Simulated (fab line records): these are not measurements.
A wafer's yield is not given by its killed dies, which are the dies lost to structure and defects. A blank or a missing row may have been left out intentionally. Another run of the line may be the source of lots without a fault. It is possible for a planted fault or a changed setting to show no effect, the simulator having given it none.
A struck lot beside a sound one -- flow n5_finfet -- 22 out of 1938 route steps
Sound: wafers L366.1, L366.2, L366.4. Wafers L376.2, L376.4, L376.6 were the ones struck. The cause comes at the end.
Each step with rows lists, per side, the tool, then ch with its chambers, then its first start. Under that, the readings that differ: sound wafers -- struck wafers -- difference of the means -- sigmas: that difference in standard deviations of wafers without a fault.
alike: readings whose means differ by less than 2 such deviations, and words and numbers that are the same on both sides. not compared: withheld readings, readings that some wafer has no value for, bounds like >300 that may hide the same value, and numbers for which the record gives no deviation and whose values overlap.
The two part at a step that has a row with sigmas, a row that says differs or no value, or rows on one side only. Numbers that don't overlap but have no deviation are shown without sigmas and don't part them. A reading missing from all wafers of one side parts the sides only when that side holds two or more wafers.

first, 9 steps without rows for these wafers: N5_DUMMY_GATE_COAT_09 (resist thk 30 nm); N5_DUMMY_GATE_EBR_11; N5_DUMMY_GATE_SOFTBAKE_10 (time 60 s); N5_DUMMY_GATE_EXPOSE_12 (exposes mask GATE, target cd 25 nm); N5_DUMMY_GATE_PEB_13 (peb time 60 s); N5_DUMMY_GATE_DEVELOP_14 (develop time 30 s); N5_DUMMY_GATE_DESCUM_20 (chemistry O2, time 6.2 s); N5_DUMMY_GATE_ETCH_29 (etches underlayer in N2/H2, target depth 13 nm); N5_DUMMY_GATE_ETCH_36 (etches SiARC in CF4, target depth 13 nm).
N5_DUMMY_GATE_ETCH_37: etches SOC in N2/H2, target depth 60 nm, overetch 30 nm.
  sound on rie_diel-01 ch 0,1,3, day 4 23:44; struck on rie_diel-01 ch 0,1,3, day 7 10:19
reading,sound,struck,difference,sigmas
rf_fwd_power_W (W),838 831 830,632 626 635,-202,-48
rf_vpp_V (V),524.6 520.5 522.2,570.6 573.2 571.0,+49.2,+20
model.SiARC_of_DUMMY_GATE_COAT_35.thk_nm (nm),5 4.8 4.8,5.6 5.8 5.6,+0.8,
  alike: drypump_motor_current_A, oes_product_au, showerhead_plenum_p_Torr, throttle_valve_pct
  not compared: rf_hours_counter_h
then, 2 steps without rows for these wafers: N5_DUMMY_GATE_STRIP_38 (strips in N2/H2); N5_DUMMY_GATE_STRIP_39 (strips in N2/H2).
N5_DUMMY_GATE_TRIM_49: chemistry O2, time 29 s, target cd 14 nm.
  sound on rie_si-01 ch 0,2,3, day 4 23:49; struck on rie_si-01 ch 1,3, day 7 10:23
reading,sound,struck,difference,sigmas
drypump_motor_current_A (A),6.3 6.5 5.7,5.7 4.9 4.9,-1.0,-2
throttle_valve_pct (%),8.20 8.33 8.15,8.14 7.88 7.89,-0.26,-2
  alike: oes_product_au
  not compared: rf_hours_counter_h, model.DUMMY_GATE.cd_nm
then, 6 steps without rows for these wafers: N5_DUMMY_GATE_STRIP_40 (strips in CF4); N5_DUMMY_GATE_ETCH_31 (etches SiO2 in C4F6/O2, target depth 82.5 nm, time 27.5 s); N5_DUMMY_GATE_STRIP_41 (strips in O2); N5_DUMMY_GATE_HM_OPEN_21 (chemistry CH3F/O2, target SiNx, target depth 120 nm, time 171.4 s); N5_DUMMY_GATE_ETCH_32 (etches SiO2 in CF4, target depth 3.5 nm, time 3.9 s); N5_DUMMY_GATE_ETCH_23 (etches poly-Si in HBr/Cl2/O2, target depth 41 nm, time 22.3 s).
N5_DUMMY_GATE_ETCH_44: etches poly-Si in HBr/O2, stops on SiO2, target depth 127.5 nm.
  sound on rie_si-04 ch 0,2,3, day 5 00:23; struck on rie_si-03 ch 1,3, day 7 11:11
  alike: drypump_motor_current_A, oes_product_au, rf_fwd_power_W, throttle_valve_pct
  not compared: rf_hours_counter_h, model.DUMMY_GATE.cd_nm
-- the record jumps here: 6 days lie between the struck wafers' starts before and after (it left off in module DUMMY_GATE and takes up again in module BEOL_M4, whose first step shown is number 1111 of the route) --
N5_BEOL_M4_RC_MEAS_101:
  sound on prober-01 ch 0, day 10 22:28; struck on prober-02 ch 0, day 13 13:45
  alike: DIBL_N, DIBL_P, IOFF_N, IOFF_P, ION_N, ION_P, SS_N, SS_P, VT_N, VT_P
-- a jump in the record: the struck wafers' starts before and after are 5 days apart (it breaks off in module BEOL_M4 and resumes in module PASSIVATION, where the first step shown is number 1936 of the route) --
N5_PASSIVATION_PROBE_49:
  the record has rows for the struck wafers here (prober-02, day 18 20:02) and none for the sound ones

## WHERE THEY PART
At N5_DUMMY_GATE_ETCH_37 first; at N5_PASSIVATION_PROBE_49 last (within this record only).

WHY: what had been put in by the simulator
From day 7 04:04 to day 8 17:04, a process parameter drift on rie_diel-01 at N5_DUMMY_GATE_ETCH_37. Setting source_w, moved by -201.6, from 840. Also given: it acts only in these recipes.
